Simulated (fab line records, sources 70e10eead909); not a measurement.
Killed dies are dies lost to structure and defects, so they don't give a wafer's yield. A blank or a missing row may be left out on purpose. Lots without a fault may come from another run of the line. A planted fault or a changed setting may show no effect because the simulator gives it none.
fab line records | flow nand_harc
record lots=24 wafers=72 last_day=33
route steps=1302 shown A_STAIRCASE@813
lots that met no fault: from a run of the same line without faults
start_h: hours from the record's first day to the start of the lot's first wafer shown | wait_h: hours since the lot's step before | " the same as in the row above | L1.1+2: a row that stands for several wafers | - no value, or no start given | * or withheld: withheld | < > ~ a bound
route shown NAME@n: a module of which the file shows steps, and the number in the route of the first | usual: mean/standard deviation of fault-free wafers | same: alike in all rows | chamber/n: place in a boat | sites: the reading at each site | _std_site: their standard deviation | _edge_site: outer sites' mean less inner sites' | radius_mm: how far each site lies from the wafer's centre | mask NAME#n: copy n | behind: the tool/chamber that last shaped the wafer | hold: why the lot was held/for how many hours/how that ended | device: the transistor (n, p or np) that didn't switch | end of line: the same wafers' tests at the end of the route | a step without rows: its recipe alone | killed: dies lost to structure and defects at the first sort, not the wafer's yield | map: a wafer's dies, x killed, . not, _ none there
set.NAME: the setting as run; set.NAME@STEP: as run at that earlier step | model.NAME: the simulator's own value behind a step, which no gauge read
steps of the route over a sample of lots; a table a step, a row a wafer
services: from which hour (start_h, from the record's first day; less than 0 if before it) a tool's chamber was out of use, for how many hours, and why
## steps
# step NHARC_A_STAIRCASE_STRIP_295
# recipe o2_flow_sccm=500 ar_flow_sccm=0 bias_w=0 chemistry=O2
# usual drypump_motor_current_A=5.6/0.36 oes_product_au=0.997/0.0093 rf_vpp_V=57.8/0.91 showerhead_plenum_p_Torr=3.51/0.13 throttle_valve_pct=17.038/0.0095
# columns lot.wafer tool chamber start_h wait_h drypump_motor_current_A oes_product_au rf_hours_counter_h rf_vpp_V showerhead_plenum_p_Torr throttle_valve_pct
L074.3 rie_diel-13 1 - - 5.9 0.991 6 57.2 3.45 17.049
L074.4 " 3 " " 5.6 1.002 - 57.2 3.56 17.033
L074.6 " 1 " " 5.9 1.000 - 58.6 3.45 17.037
L075.2 rie_diel-11 0 - - 6.1 0.985 38 57.9 3.28 17.041
L075.4 " 3 " " 5.1 0.999 - 57.5 3.39 17.059
L075.5 " 0 " " 6.1 0.980 - 57.5 3.28 17.037
L076.1 rie_diel-03 3 - - 5.9 0.980 38 58.1 3.34 17.050
L076.4 " 0 " " 5.9 1.012 42 55.7 3.40 17.029
L076.5 " 0 " " 5.9 1.007 - 57.5 3.40 17.036
L078.3 rie_diel-13 1 - - 5.9 0.983 19 58.0 3.44 17.026
L078.4 " 3 " " 5.5 0.999 14 59.1 3.55 17.048
L078.1 " 0 " " 5.3 0.998 21 55.7 3.55 17.041
L077.3 rie_diel-03 1 - - 5.1 1.006 54 56.8 3.37 17.025
L077.6 " 2 " " 5.9 0.998 - 58.8 3.59 17.045
L077.5 " 3 " " 5.9 0.987 - 57.4 3.34 17.039
L079.1 rie_diel-03 0 - - 5.9 1.015 48 57.4 3.40 17.046
L079.6 " 2 " " 5.9 0.998 - 57.4 3.59 17.059
L079.5 " 3 " " 5.9 0.982 - 57.9 3.34 17.021
L081.4 rie_diel-03 3 - - 5.9 0.978 53 56.2 3.33 17.026
L081.1 " 0 " " 5.9 1.006 58 56.8 3.39 17.047
L081.6 " 3 " " 5.9 0.977 - 57.7 3.33 17.042
L082.3 rie_diel-13 3 - - 5.6 1.008 22 58.8 3.55 17.028
L082.1 " 0 " " 5.3 1.004 28 57.9 3.55 17.038
L082.4 " 2 " " 5.2 1.010 22 56.9 3.62 17.029
L080.3 rie_diel-03 2 - - 5.9 0.990 67 57.5 3.59 17.041
L080.2 " 3 " " 5.9 0.986 57 56.6 3.33 17.039
L080.6 " 0 " " 5.9 1.012 - 56.8 3.39 17.032
L083.2 rie_diel-13 1 - - 5.9 1.004 39 58.0 3.43 17.038
L083.5 " 0 " " 5.3 1.009 - 57.2 3.54 17.027
L083.6 " 1 " " 5.9 0.999 - 59.3 3.43 17.039
L085.1 rie_diel-11 1 - - 5.5 0.981 14 58.7 3.71 17.027
L085.3 " 2 " " 6.2 0.989 15 58.1 3.45 17.045
L085.4 " 3 " " 5.2 0.983 15 56.7 3.37 17.038
L084.4 rie_diel-13 2 - - 5.1 1.008 39 59.4 3.61 17.030
L084.1 " 0 " " 5.4 1.009 44 59.1 3.54 17.027
L084.6 " 2 " " 5.2 1.009 - 57.3 3.61 17.020
L086.2 rie_diel-11 1 - - 5.5 0.989 22 58.5 3.71 17.050
L086.6 " 0 " " 6.2 0.989 - 59.5 3.80 17.027
L086.5 " 1 " " 5.5 0.990 - 59.2 3.71 17.045
L087.3 rie_diel-13 1 - - 5.9 0.989 47 57.2 3.43 17.048
L087.2 " 2 " " 5.2 0.997 40 57.5 3.61 17.037
L087.6 " 1 " " 5.9 0.988 - 57.1 3.43 17.044
L088.2 rie_diel-03 1 - - 5.1 0.993 22 55.8 3.35 17.049
L088.4 " 2 " " 5.8 1.000 21 58.0 3.58 17.041
L088.1 " 3 " " 5.9 1.005 26 57.0 3.32 17.030
L091.4 rie_diel-13 2 - - 5.2 1.010 2 57.0 3.60 17.026
L091.3 " 0 " " 5.3 1.010 1 56.5 3.53 17.045
L091.6 " 2 " " 5.1 1.017 - 58.9 3.60 17.039
L089.4 rie_diel-13 2 - - 5.2 1.004 4 57.6 3.60 17.036
L089.3 " 0 " " 5.3 1.002 2 56.9 3.53 17.050
L089.6 " 2 " " 5.2 1.003 - 58.0 3.60 17.031
L090.1 rie_diel-13 3 - - 5.5 0.994 3 57.8 3.54 17.025
L090.3 " 0 " " 5.4 1.002 3 58.3 3.53 17.059
L090.5 " 2 " " 5.1 1.014 - 58.7 3.60 17.034
L092.4 rie_diel-03 3 - - 5.9 1.003 31 58.3 3.31 17.027
L092.1 " 0 " " 5.9 1.000 31 57.0 3.38 17.041
L092.5 " 1 " " 5.1 1.000 - 57.0 3.35 17.039
L093.4 rie_diel-11 2 - - 6.1 0.990 44 56.3 3.44 17.042
L093.5 " 0 " " 6.1 0.997 - 57.4 3.78 17.055
L093.6 " 1 " " 5.5 0.993 - 58.3 3.69 17.031
L095.1 rie_diel-11 2 - - 6.1 1.001 51 56.7 3.43 17.050
L095.4 " 0 " " 6.1 0.996 51 57.8 3.78 17.037
L095.6 " 2 " " 6.1 0.994 - 58.6 3.44 17.038
L094.4 rie_diel-11 3 - - 5.2 0.995 51 56.7 3.35 17.044
L094.3 " 0 " " 6.2 0.992 52 58.3 3.78 17.036
L094.2 " 1 " " 5.5 0.992 53 57.5 3.69 17.063
L096.4 rie_diel-13 2 - - 5.1 1.009 20 58.3 3.59 17.044
L096.6 " 3 " " 5.5 0.988 - 57.1 3.53 17.036
L096.5 " 0 " " 5.4 1.008 - 57.1 3.52 17.048
L097.2 rie_diel-11 1 - - 5.5 0.996 56 58.4 3.69 17.023
L097.4 " 0 " " 6.1 0.994 56 57.7 3.78 17.049
L097.6 " 1 " " 5.6 1.002 - 59.0 3.69 17.037
# step NHARC_A_STAIRCASE_HM_DEP_462
# recipe target_thk_a=8000 temp_c=400 material=aC
# usual throttle_valve_pct=35.001/0.0084
# columns lot.wafer tool chamber start_h wait_h throttle_valve_pct
L074.3 acl_dep-03 0 380.94 3.9 35.012
L074.4 " 0 " " 34.992
L074.6 " 0 " " 34.995
L075.2 acl_dep-02 0 381.45 2.6 35.004
L075.4 " 0 " " 35.010
L075.5 " 0 " " 35.004
L076.1 acl_dep-02 0 410.30 1.2 34.996
L076.4 " 0 " " 34.999
L076.5 " 0 " " 35.004
L078.1 acl_dep-02 0 420.02 0.1 35.025
L078.3 " 0 " " 35.011
L078.4 " 0 " " 34.989
L077.3 acl_dep-01 0 422.20 1.2 35.008
L077.5 " 0 " " 35.009
L077.6 " 0 " " 35.014
L079.1 acl_dep-03 0 423.57 0.2 34.997
L079.5 " 0 424.82 1.4 35.000
L079.6 " 0 " " 35.005
L081.1 acl_dep-01 0 447.72 1.0 34.988
L081.4 " 0 " " 34.992
L081.6 " 0 " " 35.025
L082.1 acl_dep-03 0 457.68 1.3 34.992
L082.3 " 0 " " 34.998
L082.4 " 0 " " 35.001
L080.2 acl_dep-01 0 459.15 0.4 35.007
L080.3 " 0 " " 35.000
L080.6 " 0 " " 34.984
L083.2 acl_dep-01 0 474.51 2.2 34.999
L083.5 " 0 " " 35.015
L083.6 " 0 " " 35.000
L085.1 acl_dep-02 0 494.28 6.3 34.999
L085.3 " 0 " " 35.004
L085.4 " 0 " " 34.993
L084.1 acl_dep-02 0 503.61 0.1 34.997
L084.4 " 0 " " 35.001
L084.6 " 0 " " 35.003
L086.2 acl_dep-03 0 506.34 0.4 35.001
L086.5 " 0 " " 35.002
L086.6 " 0 " " 35.016
L087.2 acl_dep-03 0 509.28 0.4 35.001
L087.3 " 0 " " 34.996
L087.6 " 0 " " 35.019
L088.1 acl_dep-01 0 533.59 0.2 34.997
L088.2 " 0 " " 35.013
L088.4 " 0 " " 34.998
L091.3 acl_dep-03 0 538.89 2.4 34.989
L091.4 " 0 " " 34.997
L091.6 " 0 " " 34.990
L089.3 acl_dep-03 0 543.58 0.7 34.997
L089.4 " 0 " " 35.000
L089.6 " 0 " " 34.991
L090.1 acl_dep-03 0 544.86 0.1 35.018
L090.3 " 0 " " 35.009
L090.5 " 0 " " 35.003
L092.1 acl_dep-02 0 554.10 0.1 35.009
L092.4 " 0 " " 35.007
L092.5 " 0 " " 34.995
L093.4 acl_dep-02 0 582.78 4.7 35.003
L093.5 " 0 " " 35.011
L093.6 " 0 " " 34.995
L095.1 acl_dep-01 0 588.71 1.3 34.991
L095.4 " 0 " " 34.988
L095.6 " 0 " " 34.989
L094.2 acl_dep-02 0 589.53 0.9 34.986
L094.3 " 0 " " 35.011
L094.4 " 0 " " 35.008
L096.4 acl_dep-01 0 604.85 2.7 34.999
L096.5 " 0 " " 34.998
L096.6 " 0 " " 34.990
L097.2 acl_dep-01 0 607.83 0.4 34.991
L097.4 " 0 " " 35.008
L097.6 " 0 " " 34.990
# step NHARC_A_STAIRCASE_ETCH_313
# recipe cf4_flow_sccm=100 chf3_flow_sccm=30 ar_flow_sccm=0 rf_w=500 bias_w=200 chemistry=CF4/CHF3
# usual chf3_flow_sccm=29.99/0.082 drypump_motor_current_A=5.6/0.37 oes_product_au=0.928/0.015 rf_vpp_V=370.0/2 showerhead_plenum_p_Torr=1.56/0.056 throttle_valve_pct=16.803/0.0092
# columns lot.wafer tool chamber start_h wait_h chf3_flow_sccm drypump_motor_current_A oes_product_au rf_hours_counter_h rf_vpp_V showerhead_plenum_p_Torr throttle_valve_pct
L074.3 rie_diel-11 2 383.28 0.1 30.08 6.1 0.906 46 368.5 1.55 16.815
L074.6 " 2 " " 30.04 6.1 0.916 - 371.6 1.55 16.796
L074.4 " 3 " " 29.93 5.1 0.924 - 368.9 1.51 16.812
L075.4 rie_diel-03 2 383.96 0.1 29.80 5.8 0.911 35 370.8 1.61 16.802
L075.2 " 3 " " 29.97 5.9 0.915 32 366.9 1.49 16.798
L075.5 " 3 " " 29.98 5.9 0.912 - 367.8 1.49 16.797
L076.1 rie_diel-03 2 413.17 0.1 30.15 5.9 0.925 48 371.9 1.60 16.800
L076.4 " 3 " " 29.96 5.9 0.915 39 366.7 1.49 16.792
L076.5 " 3 " " 29.86 5.9 0.905 - 366.7 1.49 16.797
L078.4 rie_diel-13 3 422.95 0.1 29.93 5.5 0.932 14 370.2 1.58 16.799
L078.1 " 0 " " 29.85 5.3 0.928 21 370.2 1.58 16.786
L078.3 " 2 " " 29.98 5.1 0.934 17 372.9 1.62 16.798
L077.3 rie_diel-13 0 424.47 0.1 29.90 5.3 0.949 22 368.5 1.58 16.804
L077.6 " 3 " " 30.01 5.5 0.955 - 371.2 1.58 16.820
L077.5 " 0 " " 29.90 5.3 0.954 - 371.2 1.58 16.807
L079.1 rie_diel-13 3 426.85 0.2 29.83 5.5 0.924 16 371.1 1.58 16.803
L079.6 " 1 " " 30.03 5.9 0.911 - 367.7 1.53 16.816
L079.5 " 3 " " 29.90 5.5 0.930 - 370.4 1.58 16.813
L081.1 rie_diel-11 2 450.69 0.1 30.02 6.1 0.967 3 371.4 1.54 16.814
L081.4 " 1 " " 30.07 5.5 0.966 2 373.1 1.66 16.810
L081.6 " 3 " " 29.97 5.1 0.944 - 369.6 1.50 16.806
L082.4 rie_diel-13 1 460.55 0.1 29.88 5.9 0.923 31 367.6 1.53 16.791
L082.3 " 2 " " 29.91 5.1 0.933 24 370.4 1.61 16.786
L082.1 " 0 " " 30.00 5.3 0.934 30 370.7 1.58 16.795
L080.2 rie_diel-13 2 461.66 0.1 29.99 5.1 0.944 25 372.5 1.61 16.799
L080.3 " 3 " " 30.03 5.5 0.937 24 370.0 1.58 16.807
L080.6 " 3 " " 29.86 5.5 0.933 - 370.5 1.58 16.809
L083.2 rie_diel-11 0 477.07 0.1 30.00 6.1 0.922 12 374.8 1.70 16.803
L083.5 " 2 " " 29.99 6.1 0.916 - 369.0 1.54 16.809
L083.6 " 3 " " 30.04 5.1 0.922 - 367.5 1.50 16.809
L085.3 rie_diel-13 0 497.24 0.1 29.98 5.3 0.931 43 371.1 1.58 16.797
L085.1 " 1 " " 30.08 5.9 0.921 45 368.6 1.53 16.779
L085.4 " 1 " " 30.10 5.9 0.928 - 369.6 1.53 16.808
L084.1 rie_diel-11 1 506.40 0.1 29.87 5.5 0.905 22 373.0 1.65 16.790
L084.4 " 3 " " 30.04 5.1 0.915 22 368.2 1.50 16.801
L084.6 " 0 " " 29.92 6.1 0.912 - 374.6 1.69 16.800
L086.2 rie_diel-13 3 509.01 0.1 30.03 5.5 0.972 34 370.9 1.58 16.813
L086.5 " 3 " " 29.89 5.6 0.961 - 370.3 1.58 16.802
L086.6 " 0 " " 30.02 5.3 0.930 - 370.7 1.58 16.810
L087.2 rie_diel-13 0 512.03 0.2 29.99 5.3 0.922 47 370.7 1.58 16.789
L087.3 " 1 " " 29.88 5.9 0.923 49 368.4 1.53 16.805
L087.6 " 1 " " 29.92 5.9 0.927 - 369.5 1.53 16.802
L088.2 rie_diel-03 1 536.61 0.1 29.86 5.1 0.938 23 369.0 1.49 16.806
L088.1 " 2 " " 30.04 5.9 0.919 22 371.0 1.59 16.804
L088.4 " 0 " " 29.98 5.9 0.910 27 367.9 1.51 16.798
L091.4 rie_diel-03 1 541.19 0.1 30.03 5.1 0.924 24 368.2 1.49 16.803
L091.3 " 2 " " 29.98 5.9 0.924 23 371.3 1.59 16.807
L091.6 " 1 " " 29.98 5.1 0.925 - 368.1 1.49 16.800
L089.4 rie_diel-11 2 545.89 0.1 30.17 6.1 0.924 36 369.0 1.53 16.802
L089.3 " 1 " " 30.04 5.5 0.928 35 373.0 1.65 16.791
L089.6 " 2 " " 30.06 6.1 0.917 - 368.9 1.53 16.797
L090.3 rie_diel-03 0 547.79 0.1 29.99 5.9 0.921 30 369.1 1.50 16.801
L090.1 " 3 " " 29.85 5.9 0.920 29 368.4 1.48 16.799
L090.5 " 1 " " 30.11 5.0 0.929 - 367.8 1.49 16.813
L092.4 rie_diel-11 2 556.92 0.1 29.96 6.1 0.917 38 369.8 1.53 16.799
L092.1 " 1 " " 29.95 5.5 0.919 37 373.5 1.65 16.800
L092.5 " 2 " " 30.02 6.1 0.920 - 368.7 1.53 16.811
L093.4 rie_diel-13 3 584.83 0.1 30.19 5.5 0.912 13 372.2 1.57 16.799
L093.6 " 2 " " 29.96 5.1 0.928 - 371.2 1.60 16.802
L093.5 " 3 " " 30.02 5.5 0.908 - 371.3 1.57 16.811
L095.1 rie_diel-13 0 591.89 0.1 29.95 5.3 0.936 18 371.8 1.57 16.809
L095.4 " 1 " " 30.07 5.9 0.928 19 369.3 1.52 16.797
L095.6 " 2 " " 30.03 5.1 0.939 - 371.1 1.60 16.807
L094.2 rie_diel-03 0 592.16 0.1 30.14 5.9 0.923 47 367.8 1.50 16.794
L094.4 " 1 " " 29.99 5.1 0.922 40 368.3 1.49 16.803
L094.3 " 3 " " 29.96 5.9 0.925 49 367.7 1.47 16.792
L096.4 rie_diel-13 3 606.75 0.1 29.96 5.5 0.912 19 370.9 1.57 16.818
L096.5 " 1 " " 29.85 5.9 0.920 - 367.6 1.52 16.801
L096.6 " 2 " " 29.90 5.1 0.931 - 371.9 1.60 16.803
L097.4 rie_diel-03 1 610.30 0.1 29.93 5.1 0.967 46 367.9 1.49 16.805
L097.2 " 0 " " 29.90 5.9 0.965 49 368.2 1.50 16.821
L097.6 " 1 " " 30.05 5.1 0.963 - 368.2 1.49 16.811
# step NHARC_A_STAIRCASE_DEP_151
# recipe target_thk_a=72000 temp_c=400 target_thk_nm=7200 teos_flow_sccm=200 rf_w=500 material=SiO2
# usual heater_power_outer_w=366/55 heater_power_w=643/95
# columns lot.wafer tool chamber start_h wait_h heater_power_outer_w heater_power_w
L075.2 pecvd-02 2 399.63 0.6 395 680
L075.4 " 0 " " 308 501
L075.5 " 2 " " 302 558
L074.3 pecvd-03 1 399.79 0.7 455 834
L074.6 " 0 " " 336 604
L074.4 " 1 " " 380 738
L076.1 pecvd-02 2 431.19 0.6 304 560
L076.4 " 1 " " 334 634
L076.5 " 2 " " 280 538
L078.1 pecvd-01 1 438.43 0.4 503 834
L078.3 " 2 " " 372 633
L078.4 " 1 " " 388 672
L077.3 pecvd-02 1 438.62 0.6 414 756
L077.6 " 2 " " 288 515
L077.5 " 1 " " 332 649
L079.1 pecvd-02 1 442.03 0.4 349 661
L079.5 " 1 " " 331 644
L079.6 " 2 " " 287 527
L081.1 pecvd-02 0 468.78 0.4 359 578
L081.6 " 0 " " 298 503
L081.4 " 2 " " 289 547
L080.2 pecvd-01 0 481.20 0.4 416 677
L080.3 " 2 " " 381 614
L080.6 " 0 " " 317 554
L082.1 pecvd-03 2 481.31 0.5 351 591
L082.3 " 1 " " 511 896
L082.4 " 0 " " 341 619
L083.2 pecvd-03 1 491.94 0.4 487 865
L083.6 " 1 " " 378 746
L083.5 " 2 " " 326 560
L085.3 pecvd-02 1 512.42 0.5 373 709
L085.1 " 2 " " 375 645
L085.4 " 1 " " 321 628
L084.1 pecvd-03 1 528.89 0.5 472 880
L084.6 " 0 " " 347 615
L084.4 " 1 " " 377 730
L087.2 pecvd-02 2 528.89 0.5 364 628
L087.3 " 0 " " 359 572
L087.6 " 0 " " 291 497
L086.2 pecvd-01 0 528.89 0.5 419 709
L086.5 " 2 " " 345 594
L086.6 " 0 " " 333 582
L088.1 pecvd-01 1 552.51 0.4 417 732
L088.2 " 2 " " 447 710
L088.4 " 1 " " 395 703
L091.3 pecvd-02 0 559.92 0.5 340 570
L091.6 " 0 " " 294 495
L091.4 " 1 " " 328 641
L089.4 pecvd-01 2 560.11 0.7 343 591
L089.3 " 1 " " 413 694
L089.6 " 1 " " 419 723
L090.1 pecvd-03 2 560.18 0.7 371 608
L090.3 " 0 " " 338 604
L090.5 " 2 " " 304 511
L092.1 pecvd-02 0 573.87 0.5 315 521
L092.4 " 2 " " 284 542
L092.5 " 0 " " 303 500
L093.4 pecvd-01 1 601.29 1.2 411 725
L093.5 " 1 " " 413 716
L093.6 " 1 " " 410 707
L094.2 pecvd-03 0 606.76 0.4 368 638
L094.3 " 1 " " 413 768
L094.4 " 1 " " 366 726
L095.1 pecvd-01 1 606.90 0.5 479 787
L095.4 " 2 " " 348 589
L095.6 " 2 " " 340 573
L096.6 pecvd-02 1 621.89 0.7 351 693
L096.4 " 2 " " 291 536
L096.5 " 0 " " 308 508
L097.2 pecvd-03 0 628.50 0.5 430 724
L097.6 " 0 " " 343 595
L097.4 " 1 " " 382 724
# step NHARC_A_STAIRCASE_DEP_322
# recipe target_thk_a=72000 temp_c=400 target_thk_nm=7200 teos_flow_sccm=200 rf_w=500 material=SiO2
# usual heater_power_outer_w=365/55 heater_power_w=644/94
# columns lot.wafer tool chamber start_h wait_h heater_power_outer_w heater_power_w
L075.2 pecvd-02 1 406.78 0.1 447 770
L075.4 " 2 " " 297 561
L075.5 " 1 " " 335 646
L074.3 pecvd-03 2 406.97 0.3 373 635
L074.6 " 0 " " 345 621
L074.4 " 1 " " 371 726
L076.1 pecvd-02 1 439.09 0.3 385 723
L076.5 " 0 " " 300 508
L076.4 " 2 " " 281 540
L078.1 pecvd-01 2 446.68 0.1 432 715
L078.3 " 1 " " 448 730
L078.4 " 0 " " 320 564
L077.3 pecvd-02 1 446.78 0.2 435 769
L077.6 " 0 " " 293 507
L077.5 " 1 " " 339 633
L079.1 pecvd-03 0 446.86 0.3 431 724
L079.5 " 2 " " 319 574
L079.6 " 0 " " 345 605
L081.1 pecvd-02 0 477.91 0.2 350 573
L081.6 " 2 " " 286 546
L081.4 " 0 " " 297 511
L082.3 pecvd-03 2 489.66 0.1 416 692
L082.1 " 0 " " 463 763
L082.4 " 1 " " 368 728
L080.3 pecvd-01 1 489.76 0.2 492 817
L080.2 " 2 " " 384 623
L080.6 " 0 " " 319 568
L083.2 pecvd-03 1 499.66 0.3 395 779
L083.6 " 0 " " 336 609
L083.5 " 1 " " 380 735
L085.1 pecvd-02 1 519.98 0.1 381 682
L085.3 " 0 " " 385 623
L085.4 " 1 " " 332 635
L087.2 pecvd-01 1 541.71 0.1 454 780
L087.3 " 2 " " 337 569
L087.6 " 2 " " 346 587
L084.1 pecvd-03 0 541.77 0.1 457 754
L084.6 " 1 " " 375 743
L084.4 " 2 " " 336 560
L086.2 pecvd-02 0 541.81 0.2 314 518
L086.5 " 2 " " 288 525
L086.6 " 1 " " 336 639
L088.2 pecvd-02 2 561.92 0.1 328 581
L088.1 " 0 " " 332 541
L088.4 " 0 " " 292 498
L091.3 pecvd-02 1 567.62 0.1 413 755
L091.4 " 1 " " 334 630
L091.6 " 2 " " 281 535
L090.1 pecvd-03 2 567.72 0.2 353 578
L090.3 " 0 " " 425 719
L090.5 " 1 " " 365 735
L089.3 pecvd-01 1 567.93 0.4 415 711
L089.4 " 2 " " 341 596
L089.6 " 1 " " 406 707
L092.1 pecvd-02 2 582.67 0.1 361 619
L092.4 " 2 " " 289 539
L092.5 " 0 " " 302 508
L094.3 pecvd-03 1 614.33 0.1 475 845
L094.2 " 2 " " 310 550
L094.4 " 1 " " 372 723
L095.1 pecvd-02 0 614.61 0.3 326 526
L095.4 " 1 " " 366 706
L095.6 " 2 " " 295 525
L093.4 pecvd-01 2 614.76 0.5 343 609
L093.5 " 1 " " 406 718
L093.6 " 2 " " 352 587
L096.4 pecvd-01 1 630.22 0.5 409 713
L096.5 " 2 " " 352 588
L096.6 " 1 " " 406 697
L097.2 pecvd-01 1 636.34 0.2 531 871
L097.4 " 1 " " 407 710
L097.6 " 2 " " 345 577
# step NHARC_A_STAIRCASE_DEP_325
# recipe target_thk_a=72000 temp_c=400 target_thk_nm=7200 teos_flow_sccm=200 rf_w=500 material=SiO2
# usual heater_power_outer_w=364/55 heater_power_w=639/94
# columns lot.wafer tool chamber start_h wait_h heater_power_outer_w heater_power_w
L075.2 pecvd-03 1 414.84 0.3 469 865
L075.5 " 0 " " 341 614
L075.4 " 1 " " 363 745
L074.3 pecvd-01 0 414.92 0.4 394 648
L074.4 " 0 " " 326 540
L074.6 " 1 " " 380 688
L076.1 pecvd-02 0 447.25 0.6 327 538
L076.4 " 0 " " 295 485
L076.5 " 1 " " 338 623
L078.1 pecvd-02 0 453.80 0.1 352 562
L078.3 " 1 " " 435 760
L078.4 " 1 " " 337 636
L077.3 pecvd-01 2 453.81 0.1 437 706
L077.5 " 0 " " 315 570
L077.6 " 1 " " 391 658
L079.1 pecvd-03 1 453.89 0.2 450 835
L079.6 " 0 " " 336 617
L079.5 " 1 " " 370 719
L081.1 pecvd-02 1 488.28 0.1 375 677
L081.4 " 1 " " 329 646
L081.6 " 0 " " 295 508
L082.3 pecvd-03 2 498.03 0.1 349 590
L082.1 " 1 " " 467 853
L082.4 " 1 " " 381 756
L080.3 pecvd-02 1 498.13 0.2 375 713
L080.2 " 2 " " 287 550
L080.6 " 1 " " 329 627
L083.2 pecvd-03 0 509.73 0.3 396 688
L083.5 " 1 " " 378 742
L083.6 " 2 " " 332 559
L085.3 pecvd-01 2 527.36 0.2 429 728
L085.1 " 0 " " 394 668
L085.4 " 0 " " 333 572
L087.3 pecvd-02 1 549.66 0.2 451 796
L087.2 " 2 " " 302 573
L087.6 " 0 " " 294 488
L086.2 pecvd-01 2 550.05 0.5 431 710
L086.5 " 1 " " 400 702
L086.6 " 2 " " 342 583
L084.1 pecvd-02 1 550.33 0.8 361 670
L084.4 " 2 " " 291 544
L084.6 " 1 " " 328 628
L088.2 pecvd-02 0 570.65 0.1 342 565
L088.1 " 1 " " 351 636
L088.4 " 0 " " 295 489
L090.3 pecvd-02 2 576.04 0.1 375 673
L090.1 " 0 " " 383 629
L090.5 " 1 " " 333 648
L091.3 pecvd-03 0 576.23 0.3 387 668
L091.4 " 1 " " 381 726
L091.6 " 2 " " 295 516
L089.3 pecvd-01 2 576.63 0.6 341 589
L089.4 " 2 " " 350 584
L089.6 " 2 " " 346 589
L092.1 pecvd-03 1 596.94 0.2 464 840
L092.4 " 1 " " 375 735
L092.5 " 2 " " 301 513
L094.3 pecvd-03 2 622.76 0.4 353 598
L094.2 " 0 " " 358 620
L094.4 " 0 " " 336 602
L095.1 pecvd-01 1 622.94 0.5 547 889
L095.4 " 1 " " 402 697
L095.6 " 1 " " 407 707
L093.5 pecvd-02 1 623.13 0.7 360 702
L093.4 " 2 " " 292 547
L093.6 " 0 " " 304 499
L096.4 pecvd-01 1 639.59 0.5 391 708
L096.6 " 2 " " 336 589
L096.5 " 1 " " 406 726
L097.2 pecvd-01 2 646.53 0.1 402 653
L097.4 " 1 " " 411 710
L097.6 " 1 " " 417 702
## services
# columns tool chamber start_h hours kind
rie_diel-13 3 356.68 15.5 repair
pecvd-03 - 366.09 13.0 pm
rie_diel-13 2 374.87 1.9 repair
pecvd-02 - 375.66 1.8 repair
rie_diel-03 3 387.53 3.3 repair
pecvd-02 0 403.53 16.5 repair
pecvd-02 - 408.09 13.0 pm
rie_diel-13 2 423.78 9.2 repair
rie_diel-13 0 448.17 6.2 repair
rie_diel-03 - 458.39 9.0 pm
rie_diel-13 3 475.75 22.2 repair
rie_diel-03 0 481.35 3.6 repair
pecvd-03 - 486.13 2.0 repair
pecvd-01 - 492.35 13.0 pm
rie_diel-13 - 520.91 9.0 pm
pecvd-01 0 530.25 177.2 repair
rie_diel-13 - 530.61 0.6 repair
pecvd-03 - 547.09 13.0 pm
pecvd-02 - 589.09 13.0 pm
pecvd-01 - 613.27 0.8 repair
rie_diel-13 0 621.52 1.8 repair
rie_diel-03 0 630.78 15.7 repair
rie_diel-03 3 630.90 7.0 repair
rie_diel-03 - 637.33 9.0 pm
## key
fault none
